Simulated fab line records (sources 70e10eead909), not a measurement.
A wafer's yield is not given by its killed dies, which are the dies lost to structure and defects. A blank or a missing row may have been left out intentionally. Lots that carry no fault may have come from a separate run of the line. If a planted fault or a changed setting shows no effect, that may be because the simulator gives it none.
A sampling plan put to the test / flow nand harc / 36 faults told of in these records, all on one fab line, each judged by the records of the lots it struck
The plan is the line's own looks: the steps of the route at which a gauge or an inspection reads the wafer and doesn't change it. A look is open to judgement when struck wafers have a number at it and the file gives its usual mean and standard deviation on fault-free wafers. Caught: the struck wafers' mean, at a look after the fault's first step, is 4 or more of those standard deviations (sigma) away from the usual mean. On the tool: the test repeated on the tool's own readings taken at the fault's steps. Caught also covers a different recipe on the struck wafers, or a record left blank for those wafers only.

## THE FAULTS, as the simulator had put them in
1. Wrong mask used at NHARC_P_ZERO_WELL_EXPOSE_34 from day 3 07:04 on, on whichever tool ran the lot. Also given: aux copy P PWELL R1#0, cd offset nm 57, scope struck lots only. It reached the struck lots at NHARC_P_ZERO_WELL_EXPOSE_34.
2. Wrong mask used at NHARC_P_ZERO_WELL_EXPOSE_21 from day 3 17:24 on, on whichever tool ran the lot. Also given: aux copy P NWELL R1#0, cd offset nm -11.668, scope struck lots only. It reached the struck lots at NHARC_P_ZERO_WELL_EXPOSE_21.
3. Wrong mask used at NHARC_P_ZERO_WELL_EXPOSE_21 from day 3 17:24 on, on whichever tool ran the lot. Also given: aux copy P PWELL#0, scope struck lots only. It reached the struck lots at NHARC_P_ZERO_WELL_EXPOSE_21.
4. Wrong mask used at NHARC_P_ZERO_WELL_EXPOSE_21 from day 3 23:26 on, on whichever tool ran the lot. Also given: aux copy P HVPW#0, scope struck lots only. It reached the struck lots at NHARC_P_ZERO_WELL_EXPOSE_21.
5. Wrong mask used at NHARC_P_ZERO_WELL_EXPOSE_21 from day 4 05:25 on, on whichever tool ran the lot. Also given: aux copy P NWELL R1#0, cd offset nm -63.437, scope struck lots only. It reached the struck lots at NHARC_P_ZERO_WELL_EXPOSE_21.
6. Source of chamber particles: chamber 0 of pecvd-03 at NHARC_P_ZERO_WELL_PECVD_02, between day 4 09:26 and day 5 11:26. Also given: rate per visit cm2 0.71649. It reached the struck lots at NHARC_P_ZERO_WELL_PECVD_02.
7. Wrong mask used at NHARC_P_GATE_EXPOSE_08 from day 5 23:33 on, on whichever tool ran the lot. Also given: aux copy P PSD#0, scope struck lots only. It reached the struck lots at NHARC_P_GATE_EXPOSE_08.
8. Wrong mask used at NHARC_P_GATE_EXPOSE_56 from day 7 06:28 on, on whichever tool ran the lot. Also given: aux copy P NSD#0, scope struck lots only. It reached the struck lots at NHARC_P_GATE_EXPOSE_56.
9. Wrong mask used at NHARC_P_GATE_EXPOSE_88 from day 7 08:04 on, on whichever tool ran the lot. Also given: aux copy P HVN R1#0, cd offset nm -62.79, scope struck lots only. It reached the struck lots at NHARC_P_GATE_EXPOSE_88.
10. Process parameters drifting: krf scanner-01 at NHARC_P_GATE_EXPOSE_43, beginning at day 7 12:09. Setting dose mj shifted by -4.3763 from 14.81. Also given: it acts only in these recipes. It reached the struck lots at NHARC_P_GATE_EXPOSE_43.
11. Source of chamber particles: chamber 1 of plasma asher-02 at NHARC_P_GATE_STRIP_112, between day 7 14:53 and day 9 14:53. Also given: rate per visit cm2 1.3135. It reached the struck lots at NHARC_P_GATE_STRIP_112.
12. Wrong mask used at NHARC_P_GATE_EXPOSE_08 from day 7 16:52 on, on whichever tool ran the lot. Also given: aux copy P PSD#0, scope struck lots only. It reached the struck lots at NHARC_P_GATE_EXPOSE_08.
13. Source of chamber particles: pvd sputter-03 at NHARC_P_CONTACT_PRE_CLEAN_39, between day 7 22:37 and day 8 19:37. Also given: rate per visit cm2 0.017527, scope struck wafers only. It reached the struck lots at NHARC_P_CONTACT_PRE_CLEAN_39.
14. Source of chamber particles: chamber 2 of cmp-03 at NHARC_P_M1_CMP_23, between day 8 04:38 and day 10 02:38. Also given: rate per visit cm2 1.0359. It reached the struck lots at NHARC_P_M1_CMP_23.
15. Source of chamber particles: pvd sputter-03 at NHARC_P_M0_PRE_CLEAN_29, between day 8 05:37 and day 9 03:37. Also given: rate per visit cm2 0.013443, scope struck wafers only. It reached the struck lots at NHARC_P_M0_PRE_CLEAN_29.
16. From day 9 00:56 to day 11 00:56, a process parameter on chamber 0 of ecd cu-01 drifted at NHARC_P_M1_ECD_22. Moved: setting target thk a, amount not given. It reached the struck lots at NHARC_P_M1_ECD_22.
17. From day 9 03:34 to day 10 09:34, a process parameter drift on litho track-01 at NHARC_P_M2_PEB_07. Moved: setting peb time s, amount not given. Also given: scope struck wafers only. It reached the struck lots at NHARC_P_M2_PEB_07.
18. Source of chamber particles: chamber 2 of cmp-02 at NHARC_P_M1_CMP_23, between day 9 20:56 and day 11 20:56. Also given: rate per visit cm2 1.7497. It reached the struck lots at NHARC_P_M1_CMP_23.
19. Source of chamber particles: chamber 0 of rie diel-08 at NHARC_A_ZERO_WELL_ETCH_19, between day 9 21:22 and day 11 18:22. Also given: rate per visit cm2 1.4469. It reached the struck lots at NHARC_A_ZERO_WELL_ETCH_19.
20. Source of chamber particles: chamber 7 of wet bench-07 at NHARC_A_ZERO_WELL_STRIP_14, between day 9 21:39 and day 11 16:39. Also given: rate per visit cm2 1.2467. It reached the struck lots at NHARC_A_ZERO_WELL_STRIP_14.
21. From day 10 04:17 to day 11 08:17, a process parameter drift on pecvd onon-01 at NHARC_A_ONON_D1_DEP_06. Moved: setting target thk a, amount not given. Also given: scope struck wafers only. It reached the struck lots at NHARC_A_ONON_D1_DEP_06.
22. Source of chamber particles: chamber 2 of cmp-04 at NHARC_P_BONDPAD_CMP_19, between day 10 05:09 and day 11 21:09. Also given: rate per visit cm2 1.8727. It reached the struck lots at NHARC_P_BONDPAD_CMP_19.
23. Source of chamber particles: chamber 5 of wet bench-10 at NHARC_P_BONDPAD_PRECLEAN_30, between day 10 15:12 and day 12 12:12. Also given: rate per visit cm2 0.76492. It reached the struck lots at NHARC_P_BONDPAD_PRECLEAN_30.
24. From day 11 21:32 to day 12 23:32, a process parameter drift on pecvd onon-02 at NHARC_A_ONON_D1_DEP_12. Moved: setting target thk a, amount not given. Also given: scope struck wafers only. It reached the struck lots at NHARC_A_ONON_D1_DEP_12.
25. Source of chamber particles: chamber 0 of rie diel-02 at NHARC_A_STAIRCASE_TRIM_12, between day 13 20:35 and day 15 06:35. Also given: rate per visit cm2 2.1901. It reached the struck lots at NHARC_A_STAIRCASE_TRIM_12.
26. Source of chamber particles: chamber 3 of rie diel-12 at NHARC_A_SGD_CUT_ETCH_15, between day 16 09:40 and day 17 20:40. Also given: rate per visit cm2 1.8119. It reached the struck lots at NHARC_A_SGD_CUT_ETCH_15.
27. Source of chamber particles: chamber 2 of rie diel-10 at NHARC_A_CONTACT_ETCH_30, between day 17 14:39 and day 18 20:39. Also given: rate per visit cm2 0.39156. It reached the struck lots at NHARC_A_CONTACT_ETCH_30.
28. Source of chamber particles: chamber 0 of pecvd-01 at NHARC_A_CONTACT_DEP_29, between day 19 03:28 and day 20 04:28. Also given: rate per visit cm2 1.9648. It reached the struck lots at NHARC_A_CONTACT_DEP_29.
29. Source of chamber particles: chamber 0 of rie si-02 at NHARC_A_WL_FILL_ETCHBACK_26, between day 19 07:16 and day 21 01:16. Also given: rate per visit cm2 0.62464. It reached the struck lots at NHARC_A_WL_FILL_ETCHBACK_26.
30. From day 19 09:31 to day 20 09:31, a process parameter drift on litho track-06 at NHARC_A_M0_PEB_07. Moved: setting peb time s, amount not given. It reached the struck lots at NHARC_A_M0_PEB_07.
31. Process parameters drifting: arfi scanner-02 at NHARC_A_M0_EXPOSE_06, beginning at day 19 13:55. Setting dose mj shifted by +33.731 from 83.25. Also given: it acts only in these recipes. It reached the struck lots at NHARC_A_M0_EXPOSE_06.
32. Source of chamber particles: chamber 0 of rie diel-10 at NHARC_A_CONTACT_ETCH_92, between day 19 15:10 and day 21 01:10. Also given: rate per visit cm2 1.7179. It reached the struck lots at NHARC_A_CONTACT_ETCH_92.
33. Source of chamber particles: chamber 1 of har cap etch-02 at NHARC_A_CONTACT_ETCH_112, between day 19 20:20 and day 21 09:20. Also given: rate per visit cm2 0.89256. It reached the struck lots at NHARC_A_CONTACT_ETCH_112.
34. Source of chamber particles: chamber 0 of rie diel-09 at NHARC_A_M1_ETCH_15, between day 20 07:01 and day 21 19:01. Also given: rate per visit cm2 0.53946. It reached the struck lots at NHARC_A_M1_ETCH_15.
35. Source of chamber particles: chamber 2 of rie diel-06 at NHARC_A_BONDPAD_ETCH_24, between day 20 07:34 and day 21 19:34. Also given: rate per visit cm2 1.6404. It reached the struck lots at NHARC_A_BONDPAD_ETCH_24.
36. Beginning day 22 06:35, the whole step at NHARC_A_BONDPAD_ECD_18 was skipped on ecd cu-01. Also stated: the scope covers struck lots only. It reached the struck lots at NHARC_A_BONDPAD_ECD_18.

## WHAT THE PLAN SAW
fault=1; on the tool itself=no reading that can be judged; first look that catches it=NHARC_P_ZERO_WELL_CD_MEAS_37; reading, sigma=cd nm +43; median hours from its first step to that look=0.2; hours from the fault's start to the first struck lot there=3; judged looks passed uncaught=0
fault=2; on the tool itself=no reading that can be judged; first look that catches it=NHARC_P_ZERO_WELL_CD_MEAS_24; reading, sigma=cd nm -9.0; median hours from its first step to that look=0.2; hours from the fault's start to the first struck lot there=3; judged looks passed uncaught=0
fault=3; on the tool itself=under 2 sigma; first look that catches it=no look after it can be judged; reading, sigma=-; median hours from its first step to that look=-; hours from the fault's start to the first struck lot there=-; judged looks passed uncaught=0
fault=4; on the tool itself=no reading that can be judged; first look that catches it=no look after it can be judged; reading, sigma=-; median hours from its first step to that look=-; hours from the fault's start to the first struck lot there=-; judged looks passed uncaught=0
fault=5; on the tool itself=under 2 sigma; first look that catches it=NHARC_P_ZERO_WELL_CD_MEAS_24; reading, sigma=cd nm -51; median hours from its first step to that look=0.2; hours from the fault's start to the first struck lot there=3; judged looks passed uncaught=0
fault=6; on the tool itself=no reading that can be judged; first look that catches it=NHARC_P_ZERO_WELL_INSPECT_43; reading, sigma=raw defect count +83; median hours from its first step to that look=7.1; hours from the fault's start to the first struck lot there=16; judged looks passed uncaught=0
fault=7; on the tool itself=under 2 sigma; first look that catches it=no look after it can be judged; reading, sigma=-; median hours from its first step to that look=-; hours from the fault's start to the first struck lot there=-; judged looks passed uncaught=0
fault=8; on the tool itself=under 2 sigma; first look that catches it=no look after it can be judged; reading, sigma=-; median hours from its first step to that look=-; hours from the fault's start to the first struck lot there=-; judged looks passed uncaught=0
fault=9; on the tool itself=no reading that can be judged; first look that catches it=NHARC_P_GATE_CD_MEAS_91; reading, sigma=cd nm -46; median hours from its first step to that look=0.2; hours from the fault's start to the first struck lot there=4; judged looks passed uncaught=0
fault=10; on the tool itself=exposure dose mJ cm2 -99 or beyond sigma; first look that catches it=NHARC_P_GATE_CD_MEAS_46; reading, sigma=cd nm -50; median hours from its first step to that look=0.2; hours from the fault's start to the first struck lot there=11; judged looks passed uncaught=0
fault=11; on the tool itself=under 2 sigma; first look that catches it=NHARC_P_GATE_INSPECT_68; reading, sigma=raw defect count +11; median hours from its first step to that look=4.1; hours from the fault's start to the first struck lot there=8; judged looks passed uncaught=0
fault=12; on the tool itself=under 2 sigma; first look that catches it=not the one look that can be judged after it; reading, sigma=-; median hours from its first step to that look=-; hours from the fault's start to the first struck lot there=-; judged looks passed uncaught=1
fault=13; on the tool itself=no reading that can be judged; first look that catches it=NHARC_END_SORT_01; reading, sigma=killed at periphery +6.2; median hours from its first step to that look=322.8; hours from the fault's start to the first struck lot there=327; judged looks passed uncaught=1
fault=14; on the tool itself=under 2 sigma; first look that catches it=NHARC_P_M1_INSPECT_27; reading, sigma=raw defect count +5.8; median hours from its first step to that look=0.4; hours from the fault's start to the first struck lot there=12; judged looks passed uncaught=0
fault=15; on the tool itself=under 2 sigma; first look that catches it=NHARC_END_SORT_01; reading, sigma=killed at periphery +4.5; median hours from its first step to that look=319.3; hours from the fault's start to the first struck lot there=320; judged looks passed uncaught=0
fault=16; on the tool itself=no reading that can be judged; first look that catches it=NHARC_P_M1_THK_MEAS_24; reading, sigma=thk nm -18; median hours from its first step to that look=1.0; hours from the fault's start to the first struck lot there=10; judged looks passed uncaught=0
fault=17; on the tool itself=under 2 sigma; first look that catches it=NHARC_P_M2_CD_MEAS_09; reading, sigma=cd nm +37; median hours from its first step to that look=0.1; hours from the fault's start to the first struck lot there=9; judged looks passed uncaught=0
fault=18; on the tool itself=under 2 sigma; first look that catches it=NHARC_P_M1_INSPECT_27; reading, sigma=raw defect count +8.3; median hours from its first step to that look=0.5; hours from the fault's start to the first struck lot there=9; judged looks passed uncaught=0
fault=19; on the tool itself=under 2 sigma; first look that catches it=NHARC_A_ZERO_WELL_INSPECT_17; reading, sigma=raw defect count +99 or beyond; median hours from its first step to that look=1.4; hours from the fault's start to the first struck lot there=20; judged looks passed uncaught=0
fault=20; on the tool itself=no reading that can be judged; first look that catches it=NHARC_A_ZERO_WELL_INSPECT_17; reading, sigma=raw defect count +99 or beyond; median hours from its first step to that look=1.0; hours from the fault's start to the first struck lot there=2; judged looks passed uncaught=0
fault=21; on the tool itself=under 2 sigma; first look that catches it=NHARC_A_ONON_D1_THK_MEAS_08; reading, sigma=thk nm +7.0; median hours from its first step to that look=0.5; hours from the fault's start to the first struck lot there=16; judged looks passed uncaught=0
fault=22; on the tool itself=under 2 sigma; first look that catches it=NHARC_P_BONDPAD_INSPECT_23; reading, sigma=raw defect count +9.2; median hours from its first step to that look=0.5; hours from the fault's start to the first struck lot there=10; judged looks passed uncaught=1
fault=23; on the tool itself=no reading that can be judged; first look that catches it=NHARC_END_SORT_01; reading, sigma=killed at periphery +38; median hours from its first step to that look=312.2; hours from the fault's start to the first struck lot there=309; judged looks passed uncaught=4
fault=24; on the tool itself=under 2 sigma; first look that catches it=NHARC_A_ONON_D1_THK_MEAS_14; reading, sigma=thk nm +54; median hours from its first step to that look=0.5; hours from the fault's start to the first struck lot there=5; judged looks passed uncaught=0
fault=25; on the tool itself=under 2 sigma; first look that catches it=NHARC_END_SORT_01; reading, sigma=killed dies +7.4; median hours from its first step to that look=204.4; hours from the fault's start to the first struck lot there=198; judged looks passed uncaught=0
fault=26; on the tool itself=only faintly: drypump motor current A -2.0 sigma; first look that catches it=NHARC_END_SORT_01; reading, sigma=killed dies +8.7; median hours from its first step to that look=135.1; hours from the fault's start to the first struck lot there=168; judged looks passed uncaught=1
fault=27; on the tool itself=under 2 sigma; first look that catches it=not the one look that can be judged after it; reading, sigma=strongest: killed at array at NHARC_END_SORT_01, +3.9; median hours from its first step to that look=-; hours from the fault's start to the first struck lot there=-; judged looks passed uncaught=1
fault=28; on the tool itself=under 2 sigma; first look that catches it=NHARC_A_CONTACT_INSPECT_44; reading, sigma=raw defect count +84; median hours from its first step to that look=0.8; hours from the fault's start to the first struck lot there=5; judged looks passed uncaught=1
fault=29; on the tool itself=under 2 sigma; first look that catches it=NHARC_END_SORT_01; reading, sigma=killed at array +6.3; median hours from its first step to that look=87.4; hours from the fault's start to the first struck lot there=97; judged looks passed uncaught=2
fault=30; on the tool itself=under 2 sigma; first look that catches it=none of the 3 looks that can be judged after it; reading, sigma=strongest: cd nm at NHARC_A_M0_CD_MEAS_09, +3.2; median hours from its first step to that look=-; hours from the fault's start to the first struck lot there=-; judged looks passed uncaught=3
fault=31; on the tool itself=exposure dose mJ cm2 +99 or beyond sigma; first look that catches it=NHARC_A_M0_CD_MEAS_09; reading, sigma=cd nm +31; median hours from its first step to that look=0.1; hours from the fault's start to the first struck lot there=9; judged looks passed uncaught=0
fault=32; on the tool itself=under 2 sigma; first look that catches it=NHARC_END_SORT_01; reading, sigma=killed at array +8.0; median hours from its first step to that look=59.4; hours from the fault's start to the first struck lot there=65; judged looks passed uncaught=1
fault=33; on the tool itself=no reading that can be judged; first look that catches it=NHARC_END_SORT_01; reading, sigma=killed dies +7.6; median hours from its first step to that look=74.1; hours from the fault's start to the first struck lot there=86; judged looks passed uncaught=0
fault=34; on the tool itself=under 2 sigma; first look that catches it=NHARC_END_SORT_01; reading, sigma=sort_bin_3_pct +10; median hours from its first step to that look=39.7; hours from the fault's start to the first struck lot there=43; judged looks passed uncaught=2
fault=35; on the tool itself=under 2 sigma; first look that catches it=NHARC_END_SORT_01; reading, sigma=sort_bin_3_pct +23; median hours from its first step to that look=28.7; hours from the fault's start to the first struck lot there=42; judged looks passed uncaught=3
fault=36; on the tool itself=the tool's record is blank for the struck wafers; first look that catches it=NHARC_A_BONDPAD_THK_MEAS_20; reading, sigma=thk nm -92; median hours from its first step to that look=0.9; hours from the fault's start to the first struck lot there=4; judged looks passed uncaught=0
A dash: this means the fault isn't caught or the number doesn't appear in these records.

Caught at a look: 29 of 36. Caught on the tool: 3 of 36. By one or the other: 29 of 36.
Caught at a look alone: faults 1, 2, 5, 6, 9, 11, 13, 14, 15, 16, 17, 18, 19, 20, 21, 22, 23, 24, 25, 26, 28, 29, 32, 33, 34, 35.
Caught by neither: faults 3, 4, 7, 8, 12, 27, 30.

## THINNER SAMPLING
Were the look that catches a fault to measure just every second or every third lot (counted by lot number), the first struck lot would, at worst, be measured this late:
fault=1; struck lots at that look, in order of time=L639; every lot=3 h; every second lot=may miss it; every third lot=may miss it
fault=2; struck lots at that look, in order of time=L669; every lot=3 h; every second lot=may miss it; every third lot=may miss it
fault=5; struck lots at that look, in order of time=L471; every lot=3 h; every second lot=may miss it; every third lot=may miss it
fault=6; struck lots at that look, in order of time=L626, L628; every lot=16 h; every second lot=may miss all 2; every third lot=may miss all 2
fault=9; struck lots at that look, in order of time=L812; every lot=4 h; every second lot=may miss it; every third lot=may miss it
fault=10; struck lots at that look, in order of time=L181, L183; every lot=11 h; every second lot=may miss all 2; every third lot=may miss all 2
fault=11; struck lots at that look, in order of time=L599; every lot=8 h; every second lot=may miss it; every third lot=may miss it
fault=13; struck lots at that look, in order of time=L342; every lot=327 h; every second lot=may miss it; every third lot=may miss it
fault=14; struck lots at that look, in order of time=L137; every lot=12 h; every second lot=may miss it; every third lot=may miss it
fault=15; struck lots at that look, in order of time=L263; every lot=320 h; every second lot=may miss it; every third lot=may miss it
fault=16; struck lots at that look, in order of time=L567, L570, L572; every lot=10 h; every second lot=28 h; every third lot=may miss all 3
fault=17; struck lots at that look, in order of time=L293, L296; every lot=9 h; every second lot=28 h; every third lot=may miss all 2
fault=18; struck lots at that look, in order of time=L752; every lot=9 h; every second lot=may miss it; every third lot=may miss it
fault=19; struck lots at that look, in order of time=L497; every lot=20 h; every second lot=may miss it; every third lot=may miss it
fault=20; struck lots at that look, in order of time=L384, L388; every lot=2 h; every second lot=may miss all 2; every third lot=may miss all 2
fault=21; struck lots at that look, in order of time=L123; every lot=16 h; every second lot=may miss it; every third lot=may miss it
fault=22; struck lots at that look, in order of time=L855, L856; every lot=10 h; every second lot=10 h; every third lot=may miss all 2
fault=23; struck lots at that look, in order of time=L143, L146; every lot=309 h; every second lot=346 h; every third lot=may miss all 2
fault=24; struck lots at that look, in order of time=L951, L953; every lot=5 h; every second lot=may miss all 2; every third lot=may miss all 2
fault=25; struck lots at that look, in order of time=L899, L903; every lot=198 h; every second lot=may miss all 2; every third lot=may miss all 2
fault=26; struck lots at that look, in order of time=L519; every lot=168 h; every second lot=may miss it; every third lot=may miss it
fault=28; struck lots at that look, in order of time=L408, L409; every lot=5 h; every second lot=24 h; every third lot=may miss all 2
fault=29; struck lots at that look, in order of time=L413, L415; every lot=97 h; every second lot=may miss all 2; every third lot=may miss all 2
fault=31; struck lots at that look, in order of time=L136, L139, L140; every lot=9 h; every second lot=16 h; every third lot=may miss all 3
fault=32; struck lots at that look, in order of time=L590, L589; every lot=65 h; every second lot=67 h; every third lot=may miss all 2
fault=33; struck lots at that look, in order of time=L344, L346; every lot=86 h; every second lot=may miss all 2; every third lot=may miss all 2
fault=34; struck lots at that look, in order of time=L912, L910, L909; every lot=43 h; every second lot=49 h; every third lot=may miss all 3
fault=35; struck lots at that look, in order of time=L675; every lot=42 h; every second lot=may miss it; every third lot=may miss it
fault=36; struck lots at that look, in order of time=L818, L819; every lot=4 h; every second lot=7 h; every third lot=may miss all 2
Hours are from the fault's start to the first struck lot that is measured. The limit of 4 sigma was tested on all struck wafers together, so one lot alone may lie under it. Other struck lots may not be in these records.

## THE LONGEST TIMED WAY FROM STEP TO LOOK
For fault 13, NHARC_P_CONTACT_PRE_CLEAN_39 and NHARC_END_SORT_01 are separated by a median of 322.8 hours. The look between them that can be judged stayed within 4 sigma: NHARC_THIN_TSV_CD_MEAS_37.
